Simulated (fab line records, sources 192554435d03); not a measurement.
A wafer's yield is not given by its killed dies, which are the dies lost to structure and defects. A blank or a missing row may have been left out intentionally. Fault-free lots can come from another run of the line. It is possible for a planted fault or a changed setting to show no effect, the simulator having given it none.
fab line records + flow n5Finfet
[record]
- lots = 7
- wafers = 39
route steps=1938 shown FIN_SAQP@134 FIN_CUT@169 STI_FIN_REVEAL@190 DUMMY_GATE@228 HKMG_FIN@421 GATE_CUT@469 BEOL_M4@1111
startH: the number of hours between the record's first day and the start of the first shown wafer of the lot + waitH: hours since the lot's step before + " same as the row above + L1.1+2: one row covering several wafers at once + - no value present, or no start provided + * or withheld: withheld + < > ~ a bound
route shown NAME@n: NAME is a module with steps in the file, n the number in the route of the first one + usual: mean/standard deviation taken from wafers without a fault + same: alike in all rows + chamber/n: place in a boat + sites: readings site by site + _std_site: the standard deviation of these + _edge_site: the outer-site mean with the inner-site mean subtracted + radiusMm: how far each site lies from the wafer's centre + mask NAME#n: copy n + behind: the most recent tool/chamber to have shaped the wafer + hold: cause of the lot's hold/its duration in hours/its outcome + device: transistor that didn't switch, given as n, p or np + end of line: the same wafers' tests at the end of the route + a step without rows: its recipe alone + killed: at the first sort, the dies lost to defects and structure; wafer yield is something else + map: dies across one wafer; x = killed, . = not, _ = none there
set.NAME: the setting the step ran with; set.NAME@STEP: the setting that earlier step ran with + model.NAME: the simulator's own value behind a step, which no gauge read
lots run with intentionally changed settings; tables by step, rows by wafer
[[steps]]
[step N5_FIN_SAQP_ETCH_69]
[recipe]
- chemistry = N2/H2
- target = SOC
- targetDepthA = 1500
- stopOn = SiNx
- ionEnergyEv = 100
- biasW = 61
- pressureMtorr = 30
- sourceW = 850
- n2FlowSccm = 200
- h2FlowSccm = 200
[step N5_FIN_CUT_ETCH_21]
[recipe]
- chemistry = N2/H2
- target = SOC
- targetDepthA = 2190
- overetchA = 438
- maskMaterial = SiARC
- tempC = 40
- ionEnergyEv = 100
- biasW = 61
- timeS = 523.5
- pressureMtorr = 30
- sourceW = 850
- n2FlowSccm = 200
- h2FlowSccm = 200
[step N5_STI_FIN_REVEAL_ETCHBACK_08]
[recipe]
- chemistry = C4F6/O2
- target = SiO2
- targetDepthA = 305
- timeS = 10.167
- ionEnergyEv = 250
- pressureMtorr = 30
- sourceW = 345
- biasW = 185
- Ar_flow_sccm = 300
- C4F6_flow_sccm = 10
- O2_flow_sccm = 10
[step N5_DUMMY_GATE_EXPOSE_12]
[recipe]
- maskId = GATE
- na = 0.33
- sourceShape = annular
- sigmaInner = 0.2
- sigmaOuter = 0.6
- polarization = unpolarized
- targetCdNm = 25
- doseMj = 34
[step N5_DUMMY_GATE_ETCH_32]
[recipe]
- chemistry = CF4
- target = SiO2
- targetDepthA = 35
- timeS = 3.9
- ionEnergyEv = 350
- pressureMtorr = 10
- icpW = 800
- biasW = 400
- cf4FlowSccm = 80
[step N5_HKMG_FIN_PWFM_ALD_03]
[recipe]
- material = TiN
- targetThkA = 20
- tempC = 400
- aldPrecursorFamily = TiCl4
- aldCoReactant = NH3
- pulseTimeS = 1
- purgeTimeS = 3
- coReactantPurgeTimeS = 2
- coReactantPulseTimeS = 2
- aldCycles = 91
- pressureTorr = 3
[step N5_GATE_CUT_ETCH_58]
[recipe]
- chemistry = CH3F/O2
- target = SiNx
- targetDepthA = 170
- timeS = 128.6
- ionEnergyEv = 50
- pressureMtorr = 30
- sourceW = 415
- biasW = 21
- Ar_flow_sccm = 150
- CH3F_flow_sccm = 30
- O2_flow_sccm = 20
[step N5_BEOL_M4_RC_MEAS_101]
[usual]
- SS_N = 71.4/0.54
| lot.wafer | tool      | chamber | startH | waitH | set.targetDepthA@FIN_SAQP_ETCH_69 | set.biasW@FIN_CUT_ETCH_21 | set.timeS@STI_FIN_REVEAL_ETCHBACK_08 | set.doseMj@DUMMY_GATE_EXPOSE_12 | set.timeS@DUMMY_GATE_ETCH_32 | set.coReactantPulseTimeS@HKMG_FIN_PWFM_ALD_03 | set.timeS@GATE_CUT_ETCH_58 | SS_N[mV/dec] |
|-----------|-----------|---------|--------|-------|-----------------------------------|---------------------------|--------------------------------------|---------------------------------|------------------------------|-----------------------------------------------|----------------------------|--------------|
| L078.1    | prober-02 | 0       | 204.42 | 0.0   | 1691                              | 61                        | 9.777                                | 36.51                           | 3.9                          | 2                                             | 108.6                      | 73.8         |
| L078.2    | "         | 0       | "      | "     | 1500                              | 61                        | 10.167                               | 36.51                           | 3.9                          | 2                                             | 128.6                      | 72.8         |
| L078.3    | "         | 0       | "      | "     | 1691                              | 61                        | 10.167                               | 34                              | 4.594                        | 2                                             | 108.6                      | 71.2         |
| L078.4    | "         | 0       | "      | "     | 1500                              | 61                        | 9.777                                | 34                              | 3.9                          | 2                                             | 128.6                      | 71.6         |
| L078.5    | "         | 0       | "      | "     | 1500                              | 61                        | 10.167                               | 34                              | 4.594                        | 2                                             | 108.6                      | 70.7         |
| L078.6    | "         | 0       | "      | "     | 1691                              | 61                        | 9.777                                | 36.51                           | 4.594                        | 2                                             | 128.6                      | 72.9         |
| L082.1    | prober-02 | 0       | 222.54 | 0.0   | 1571                              | 56.53                     | 10.167                               | 34                              | 3.9                          | 2                                             | 128.6                      | 71.3         |
| L082.2    | "         | 0       | "      | "     | 1500                              | 61                        | 10.167                               | 34                              | 4.419                        | 2                                             | 141.5                      | 70.6         |
| L082.3    | "         | 0       | "      | "     | 1571                              | 61                        | 10.167                               | 34                              | 3.9                          | 1.808                                         | 141.5                      | 71.3         |
| L082.4    | "         | 0       | "      | "     | 1500                              | 56.53                     | 10.167                               | 34                              | 3.9                          | 2                                             | 128.6                      | 71.5         |
| L082.5    | "         | 0       | "      | "     | 1571                              | 61                        | 10.167                               | 34                              | 4.419                        | 1.808                                         | 128.6                      | 70.6         |
| L082.6    | "         | 0       | "      | "     | 1500                              | 56.53                     | 10.167                               | 34                              | 4.419                        | 1.808                                         | 141.5                      | 70.6         |
| L084.4    | prober-02 | 0       | 230.64 | 0.5   | 1500                              | 61                        | 10.167                               | 34                              | 3.9                          | 2                                             | 128.6                      | 71.0         |
| L084.5    | "         | 0       | "      | "     | 1500                              | 61                        | 10.167                               | 34                              | 3.9                          | 2                                             | 128.6                      | 71.2         |
| L084.6    | "         | 0       | "      | "     | 1500                              | 61                        | 10.167                               | 34                              | 3.9                          | 2                                             | 128.6                      | 70.1         |
| L086.1    | prober-02 | 0       | 250.04 | 0.0   | 1500                              | 51.96                     | 10.167                               | 34                              | 3.9                          | 2                                             | 136.6                      | 72.0         |
| L086.2    | "         | 0       | "      | "     | 1500                              | 61                        | 10.167                               | 32.35                           | 3.364                        | 1.634                                         | 136.6                      | 70.7         |
| L086.3    | "         | 0       | "      | "     | 1500                              | 61                        | 10.41                                | 32.35                           | 3.9                          | 1.634                                         | 128.6                      | 71.6         |
| L086.4    | "         | 0       | "      | "     | 1500                              | 61                        | 10.41                                | 34                              | 3.364                        | 2                                             | 136.6                      | 71.2         |
| L086.5    | "         | 0       | "      | "     | 1500                              | 51.96                     | 10.41                                | 32.35                           | 3.364                        | 2                                             | 128.6                      | 70.8         |
| L086.6    | "         | 0       | "      | "     | 1500                              | 51.96                     | 10.167                               | 34                              | 3.9                          | 1.634                                         | 128.6                      | 71.8         |
| L088.1    | prober-01 | 0       | 254.42 | 0.0   | 1385                              | 64.21                     | 10.55                                | 34                              | 3.9                          | 2                                             | 128.6                      | 71.4         |
| L088.2    | "         | 0       | "      | "     | 1500                              | 61                        | 10.55                                | 34                              | 4.552                        | 2                                             | 145.9                      | 72.0         |
| L088.3    | "         | 0       | "      | "     | 1385                              | 64.21                     | 10.55                                | 36.58                           | 4.552                        | 2.173                                         | 128.6                      | 73.4         |
| L088.4    | "         | 0       | "      | "     | 1500                              | 61                        | 10.167                               | 34                              | 4.552                        | 2.173                                         | 145.9                      | 71.8         |
| L088.5    | "         | 0       | "      | "     | 1385                              | 61                        | 10.167                               | 36.58                           | 3.9                          | 2                                             | 128.6                      | 72.3         |
| L088.6    | "         | 0       | "      | "     | 1500                              | 64.21                     | 10.167                               | 36.58                           | 3.9                          | 2.173                                         | 145.9                      | 73.2         |
| L090.1    | prober-01 | 0       | 265.84 | 0.0   | 1500                              | 66.21                     | 10.167                               | 33.09                           | 4.449                        | 2                                             | 151.7                      | 71.8         |
| L090.2    | "         | 0       | "      | "     | 1586                              | 66.21                     | 9.92                                 | 33.09                           | 3.9                          | 2                                             | 128.6                      | 71.9         |
| L090.3    | "         | 0       | "      | "     | 1586                              | 66.21                     | 10.167                               | 34                              | 4.449                        | 1.566                                         | 128.6                      | 72.6         |
| L090.4    | "         | 0       | "      | "     | 1586                              | 61                        | 10.167                               | 34                              | 3.9                          | 1.566                                         | 151.7                      | 72.0         |
| L090.5    | "         | 0       | "      | "     | 1500                              | 61                        | 9.92                                 | 34                              | 4.449                        | 2                                             | 128.6                      | 71.9         |
| L090.6    | "         | 0       | "      | "     | 1500                              | 61                        | 9.92                                 | 33.09                           | 3.9                          | 1.566                                         | 151.7                      | 71.8         |
| L096.1    | prober-01 | 0       | 309.69 | 0.0   | 1500                              | 61                        | 10.68                                | 34                              | 4.708                        | 1.87                                          | 109.5                      | 71.8         |
| L096.2    | "         | 0       | "      | "     | 1500                              | 61                        | 10.167                               | 34                              | 3.9                          | 2                                             | 109.5                      | 71.0         |
| L096.3    | "         | 0       | "      | "     | 1500                              | 61                        | 10.167                               | 35.13                           | 4.708                        | 1.87                                          | 128.6                      | 72.2         |
| L096.4    | "         | 0       | "      | "     | 1500                              | 61                        | 10.68                                | 35.13                           | 3.9                          | 1.87                                          | 109.5                      | 72.0         |
| L096.5    | "         | 0       | "      | "     | 1500                              | 61                        | 10.167                               | 34                              | 3.9                          | 2                                             | 128.6                      | 71.1         |
| L096.6    | "         | 0       | "      | "     | 1500                              | 61                        | 10.68                                | 35.13                           | 4.708                        | 2                                             | 128.6                      | 71.8         |
[[key]]
[split]
- step = N5_FIN_SAQP_ETCH_69
- setting = targetDepthA
- statedAs = 1500
response none clear
[split]
- step = N5_FIN_CUT_ETCH_21
- setting = biasW
- statedAs = 61
response none clear
[split]
- step = N5_STI_FIN_REVEAL_ETCHBACK_08
- setting = timeS
- statedAs = 10.167
response none clear
[split]
- step = N5_DUMMY_GATE_EXPOSE_12
- setting = doseMj
- statedAs = 34
[response]
- step = N5_BEOL_M4_RC_MEAS_101
- reading = SS_N
- slope = +0.191
- per = 1%
- togetherWith = all
- explained = 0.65
[split]
- step = N5_DUMMY_GATE_ETCH_32
- setting = timeS
- statedAs = 3.9
response none clear
[split]
- step = N5_HKMG_FIN_PWFM_ALD_03
- setting = coReactantPulseTimeS
- statedAs = 2
response none clear
[split]
- step = N5_GATE_CUT_ETCH_58
- setting = timeS
- statedAs = 128.6
response none clear
